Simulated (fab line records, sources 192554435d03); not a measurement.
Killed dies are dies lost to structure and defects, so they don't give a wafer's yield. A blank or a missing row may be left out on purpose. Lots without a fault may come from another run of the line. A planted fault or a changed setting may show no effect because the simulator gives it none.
Chamber matching | flow n5_finfet | N5_BEOL_M9_CMP_52 on cmp-01: 4 sister chambers
The step polishes, stops on SiCOH lowk, t overpolish 7 s, target thk 140 nm. 16 wafers are shown with their chamber, then 8 later ones without.

WAFERS WITH THEIR CHAMBER
wafer  | chamber | motor_current_A (A) | time_to_endpoint_s (s) | barrier_field_endpoint_s (s)
L077.3 | 0       | 6.4                 | 67                     | 29.2
L077.4 | 1       | 6.6                 | 63                     | 29.8
L077.6 | 1       | 6.3                 | 62                     | 28.1
L078.2 | 1       | 6.5                 | 67                     | 28.2
L078.3 | 3       | 5.1                 | 64                     | 28.5
L078.6 | 3       | 5.1                 | 64                     | 28.1
L080.4 | 2       | 4.9                 | 62                     | 29.0
L080.5 | 0       | 6.1                 | 67                     | 29.6
L080.6 | 3       | 5.2                 | 64                     | 28.8
L082.2 | 1       | 6.4                 | 64                     | 27.2
L082.4 | 2       | 4.8                 | 63                     | 28.2
L082.5 | 0       | 5.9                 | 71                     | 29.8
L081.3 | 3       | 5.1                 | 69                     | 29.6
L081.5 | 1       | 6.5                 | 66                     | 30.1
L081.6 | 2       | 4.9                 | 63                     | 28.2
L086.2 | 0       | 6.2                 | 71                     | 29.6

SIGNATURES (means of the wafers above)
reading                  | chamber 0 | chamber 1 | chamber 2 | chamber 3 | scatter within a chamber
motor_current_A          | 6.150     | 6.460     | 4.867     | 5.125     | 0.128
time_to_endpoint_s       | 69.00     | 64.40     | 62.67     | 65.25     | 2.09
barrier_field_endpoint_s | 29.550    | 28.680    | 28.467    | 28.750    | 0.809
Rule: a wafer's distance from a chamber is the root of the sum, over the readings, of the square of ((its reading less the chamber's mean) divided by the reading's scatter). The wafer belongs to the nearest chamber; if the next one is less than 2 further off, it can't be placed. The scatter: the root of (the sum of the squares of (reading less its chamber's mean) over the shown wafers, divided by (wafers less chambers)).

WAFERS WITHOUT THEIR CHAMBER
wafer  | motor_current_A (A) | time_to_endpoint_s (s) | barrier_field_endpoint_s (s)
L086.3 | 6.4                 | 64                     | 27.4
L086.4 | 4.9                 | 61                     | 28.5
L089.1 | 6.1                 | 70                     | 28.8
L089.5 | 6.4                 | 68                     | 28.7
L089.6 | 4.9                 | 64                     | 29.0
L094.3 | 6.0                 | 71                     | 29.7
L094.4 | 6.9                 | 66                     | 29.9
L094.6 | 4.9                 | 62                     | 28.7

WHICH CHAMBER EACH WENT THROUGH
wafer  | from the rows above     | in truth
L086.3 | 1                       | 1
L086.4 | can't be placed: 2 or 3 | 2
L089.1 | 0                       | 0
L089.5 | can't be placed: 1 or 0 | 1
L089.6 | can't be placed: 2 or 3 | 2
L094.3 | 0                       | 0
L094.4 | 1                       | 1
L094.6 | can't be placed: 2 or 3 | 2
Placed correctly: 4 of 8. Can't be placed from these rows: 4 (the true chamber is among the candidates in 4). Placed wrongly: 0.
